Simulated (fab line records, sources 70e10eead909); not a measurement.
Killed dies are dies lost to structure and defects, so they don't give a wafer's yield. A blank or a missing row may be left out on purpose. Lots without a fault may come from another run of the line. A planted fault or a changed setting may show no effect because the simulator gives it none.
Which tool did it? | flow nand_harc | 13 lots, 39 wafers sampled, at 4 steps of a route of 1159

WHAT THE GAUGES READ, wafer by wafer
The record holds no reading of a measuring or inspecting step that can be judged against a usual standard deviation.

WHICH TOOL RAN EACH LOT (tool, then ch and the chambers of the sampled wafers, then the start)
lot  | NHARC_A_CONTACT_ETCH_138             | NHARC_A_CONTACT_ETCH_139             | NHARC_A_BLC_SOFTBAKE_05           | NHARC_A_BLC_DESCUM_15
L518 | har_cap_etch-01 ch 0,1, day 17 10:56 | har_cap_etch-01 ch 0,1, day 17 11:07 | litho_track-01 ch 0, day 17 23:00 | rie_diel-09 ch 0,1,2, day 17 23:43
L521 | har_cap_etch-02 ch 1, day 17 14:48   | har_cap_etch-02 ch 1, day 17 14:55   | litho_track-01 ch 0, day 17 23:00 | rie_diel-04 ch 1,2, day 18 00:20
L519 | har_cap_etch-03 ch 0,1, day 17 15:56 | har_cap_etch-03 ch 0,1, day 17 16:04 | litho_track-04 ch 0, day 18 00:00 | rie_diel-13 ch 1,2, day 18 01:14
L520 | har_cap_etch-01 ch 0,1, day 17 22:23 | har_cap_etch-01 ch 0,1, day 17 22:31 | litho_track-06 ch 0, day 18 07:00 | rie_diel-04 ch 0,1,3, day 18 07:49
L522 | har_cap_etch-03 ch 0,1, day 18 01:43 | har_cap_etch-03 ch 0,1, day 18 01:51 | litho_track-01 ch 0, day 18 08:00 | rie_diel-04 ch 0,2,3, day 18 08:59
L523 | har_cap_etch-02 ch 0,1, day 18 14:53 | har_cap_etch-02 ch 0,1, day 18 15:01 | litho_track-06 ch 0, day 18 19:00 | rie_diel-04 ch 2,3, day 18 19:54
L530 | har_cap_etch-03 ch 0,1, day 20 01:59 | har_cap_etch-03 ch 0,1, day 20 02:08 | litho_track-06 ch 0, day 20 05:00 | rie_diel-13 ch 0,1,2, day 20 06:18
L529 | har_cap_etch-03 ch 1, day 20 03:28   | har_cap_etch-03 ch 1, day 20 03:40   | litho_track-06 ch 0, day 20 10:00 | rie_diel-13 ch 0,3, day 20 11:26
L533 | har_cap_etch-01 ch 0,1, day 20 17:20 | har_cap_etch-01 ch 0,1, day 20 17:27 | litho_track-04 ch 0, day 21 04:00 | rie_diel-04 ch 0,2, day 21 04:35
L538 | har_cap_etch-01 ch 0,1, day 21 09:34 | har_cap_etch-01 ch 0,1, day 21 09:44 | litho_track-01 ch 0, day 21 13:00 | rie_diel-04 ch 0,2,3, day 21 13:57
L539 | har_cap_etch-01 ch 0,1, day 21 13:50 | har_cap_etch-01 ch 0,1, day 21 13:57 | litho_track-01 ch 0, day 21 17:00 | rie_diel-04 ch 0,2,3, day 21 17:50
L537 | har_cap_etch-01 ch 0,1, day 22 00:19 | har_cap_etch-01 ch 0,1, day 22 00:26 | litho_track-01 ch 0, day 22 05:00 | rie_diel-13 ch 0,2,3, day 22 06:22
L540 | har_cap_etch-02 ch 0,1, day 22 02:01 | har_cap_etch-02 ch 0,1, day 22 02:08 | litho_track-01 ch 0, day 22 06:00 | rie_diel-09 ch 1,2,3, day 22 06:46
- NHARC_A_CONTACT_ETCH_138: etches the open film in C4F8/O2/Ar, time 132 s, target depth 1289 nm.
- NHARC_A_CONTACT_ETCH_139: etches the open film in C4F8/O2/Ar, time 137 s, target depth 590 nm.
- NHARC_A_BLC_SOFTBAKE_05: time 55 s.
- NHARC_A_BLC_DESCUM_15: chemistry O2, time 3 s.

WHAT THE TOOLS THEMSELVES READ (means of the sampled wafers that have a number; where no wafer has one, the mark that the record gives instead)
NHARC_A_BLC_SOFTBAKE_05. Usual: exhaust_pa 45.1 Pa, standard deviation 0.89; heater_power_total_W 188.45 W, standard deviation 0.14; plate_temp_C 104.99 C, standard deviation 0.15; resist_line_temp_C 23.00 C, standard deviation 0.098.
lot  | tool           | exhaust_pa (Pa) | heater_power_total_W (W) | plate_temp_C (C) | resist_line_temp_C (C) | flag
L518 | litho_track-01 | 46.2            | 188.46                   | 105.14           | 22.92                  |
L521 | litho_track-01 | 44.9            | 188.40                   | 104.87           | 23.03                  |
L519 | litho_track-04 | 44.6            | 188.39                   | 104.94           | 22.96                  |
L520 | litho_track-06 | 44.5            | 188.45                   | 104.92           | 23.02                  |
L522 | litho_track-01 | 45.4            | 188.49                   | 105.12           | 23.16                  |
L523 | litho_track-06 | 46.3            | 188.46                   | 105.00           | 22.86                  |
L530 | litho_track-06 | 45.7            | 183.51                   | 105.07           | 22.99                  | OFF
L529 | litho_track-06 | 45.7            | 183.58                   | 105.10           | 23.00                  | OFF
L533 | litho_track-04 | 44.6            | 188.38                   | 104.99           | 23.09                  |
L538 | litho_track-01 | 45.2            | 188.43                   | 104.92           | 22.97                  |
L539 | litho_track-01 | 45.8            | 188.43                   | 104.92           | 22.89                  |
L537 | litho_track-01 | 44.6            | 188.42                   | 105.09           | 22.98                  |
L540 | litho_track-01 | 44.3            | 188.37                   | 104.80           | 23.10                  |

NHARC_A_BLC_DESCUM_15. Usual: drypump_motor_current_A 5.8 A, standard deviation 0.36; oes_product_au 1.001 a.u., standard deviation 0.0072; rf_vpp_V 57.8 V, standard deviation 0.91; showerhead_plenum_p_Torr 1.92 Torr, standard deviation 0.067; throttle_valve_pct 11.311 %, standard deviation 0.0095.
lot  | tool        | drypump_motor_current_A (A) | oes_product_au (a.u.) | rf_vpp_V (V) | showerhead_plenum_p_Torr (Torr) | throttle_valve_pct (%) | flag
L518 | rie_diel-09 | 5.8                         | 0.989                 | 57.1         | 1.87                            | 11.326                 |
L521 | rie_diel-04 | 6.0                         | 1.001                 | 57.2         | 1.89                            | 11.312                 |
L519 | rie_diel-13 | 6.1                         | 0.999                 | 58.3         | 2.03                            | 11.304                 |
L520 | rie_diel-04 | 5.9                         | 1.002                 | 58.5         | 1.91                            | 11.308                 |
L522 | rie_diel-04 | 5.6                         | 1.007                 | 57.8         | 1.90                            | 11.311                 |
L523 | rie_diel-04 | 5.7                         | 1.011                 | 58.3         | 1.88                            | 11.316                 |
L530 | rie_diel-13 | 5.7                         | 0.997                 | 58.4         | 2.01                            | 11.308                 |
L529 | rie_diel-13 | 5.6                         | 0.996                 | 58.0         | 2.05                            | 11.309                 |
L533 | rie_diel-04 | 5.5                         | 1.005                 | 57.7         | 1.89                            | 11.308                 |
L538 | rie_diel-04 | 5.6                         | 1.003                 | 57.8         | 1.90                            | 11.308                 |
L539 | rie_diel-04 | 5.6                         | 0.999                 | 57.4         | 1.90                            | 11.313                 |
L537 | rie_diel-13 | 5.6                         | 1.002                 | 57.9         | 2.04                            | 11.313                 |
L540 | rie_diel-09 | 5.9                         | 0.992                 | 57.1         | 1.93                            | 11.313                 |

THE ANSWER, worked out from the rows above alone
Rule: a lot is off if the mean of its wafers that have a number lies more than 3 standard deviations from the usual mean. A lot without any number at a reading at which 4 lots or more have one is off too. The other lots that the step has rows for count as sound. The gauges are gone through in route order, then the tools' own readings, and for those a lot's mean is taken as printed above. The first step at which some lot is off is used, and at that step the reading that is off furthest; a lot without a number counts as furthest.
Off: L530, L529, at NHARC_A_BLC_SOFTBAKE_05 (heater_power_total_W).
A tool fits if, at that step or a process step before it, it ran every lot that is off, and no sound lot after the first of them. Can't be told from this: 2 tools fit, har_cap_etch-03 at NHARC_A_CONTACT_ETCH_138 and NHARC_A_CONTACT_ETCH_139, litho_track-06 at NHARC_A_BLC_SOFTBAKE_05.

WHAT THE SIMULATOR HAD PUT IN
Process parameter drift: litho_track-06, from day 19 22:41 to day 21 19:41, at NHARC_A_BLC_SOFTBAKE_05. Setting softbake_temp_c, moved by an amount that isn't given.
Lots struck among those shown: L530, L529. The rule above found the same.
